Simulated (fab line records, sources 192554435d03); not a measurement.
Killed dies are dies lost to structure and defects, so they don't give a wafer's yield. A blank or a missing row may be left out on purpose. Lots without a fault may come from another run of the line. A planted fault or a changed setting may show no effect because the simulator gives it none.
One fault seen from 2 desks | flow n5_finfet | each desk has only its own numbers; what lay behind them comes last

THE TOOL OWNER'S DESK: rie_diel-01
The tool's own readings at N5_BEOL_M9_VIA_ETCH_34 (etches SiCOH lowk in C4F6/O2, target depth 182.4 nm, time 68.4 s): means of the sampled wafers that have a number, for each lot that ran on this tool. A lot is out of limits, marked OUT, if its mean lies more than 4 standard deviations from the usual mean; the brackets give that distance. Of its 8 readings 7 are shown: the one that was out of limits first, and those that lie furthest out on some lot.
Columns: A = drypump_motor_current_A at N5_BEOL_M9_VIA_ETCH_34, usual 5.8 A; B = oes_f_703_au at N5_BEOL_M9_VIA_ETCH_34, usual 0.81 a.u.; C = oes_o_777_au at N5_BEOL_M9_VIA_ETCH_34, usual 0.81 a.u.; D = oes_product_au at N5_BEOL_M9_VIA_ETCH_34, usual 0.81 a.u.; E = rf_fwd_power_W at N5_BEOL_M9_VIA_ETCH_34, usual 341.7 W; F = rf_vpp_V at N5_BEOL_M9_VIA_ETCH_34, usual 663 V; G = showerhead_plenum_p_Torr at N5_BEOL_M9_VIA_ETCH_34, usual 2.86 Torr
lot  | first seen here | A   | B    | C    | D    | E               | F             | G
L617 | day 10 15:19    | 5.5 | 0.85 | 0.85 | 0.87 | 341.0           | 664           | 2.82
L627 | day 16 00:55    | 5.8 | 0.61 | 0.63 | 0.79 | 258.6 (-64) OUT | 753 (+12) OUT | 2.84
L628 | day 16 12:08    | 5.8 | 0.59 | 0.63 | 0.79 | 260.0 (-63) OUT | 766 (+14) OUT | 2.92
L630 | day 17 05:02    | 5.9 | 0.60 | 0.63 | 0.78 | 258.2 (-64) OUT | 753 (+12) OUT | 2.84
L639 | day 19 19:12    | 5.8 | 0.81 | 0.81 | 0.81 | 342.8           | 664           | 2.91
This desk's finding: out of limits on L627, L628, L630; first on L627, day 16 00:55 (rf_fwd_power_W at N5_BEOL_M9_VIA_ETCH_34). In limits: L617, L639.

THE METROLOGY DESK
What the gauges read, lot by lot, whatever tool the lot ran on: means of the sampled wafers that have a number. A lot is out of limits, marked OUT, if its mean lies more than 4 standard deviations from the usual mean; the brackets give that distance.
Columns: A = cd_nm at N5_BEOL_M9_CD_MEAS_35, usual 70.0 nm
lot  | first seen here | A
L617 | day 10 15:45    | 70.2
L622 | day 13 04:00    | 69.6
L627 | day 16 01:22    | 70.5
L628 | day 16 12:35    | 70.4
L630 | day 17 05:29    | 69.7
L633 | day 17 05:45    | 70.2
L640 | day 18 10:57    | 70.6
L638 | day 18 11:02    | 70.3
L635 | day 19 01:13    | 69.7
L639 | day 19 19:38    | 69.7
This desk's finding: nothing out of limits on any of the 10 lots.

PUT TOGETHER
The tool owner's desk could have raised an alarm at day 16 00:55, on L627, L628, L630.
The metrology desk saw nothing out of limits.
The metrology desk has L627, L628, L630 on record, within its limits.
Of the lots named, all ran N5_BEOL_M9_VIA_ETCH_34 on rie_diel-01.

WHAT THE SIMULATOR HAD PUT IN
Process parameter drift: rie_diel-01, from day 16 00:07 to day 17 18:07, at N5_BEOL_M9_VIA_ETCH_34. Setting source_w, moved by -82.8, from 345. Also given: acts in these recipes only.
Lots struck among those shown: L627, L628, L630.
Hours from the fault's start to each desk's first reading out of limits: the tool owner's desk, 1.
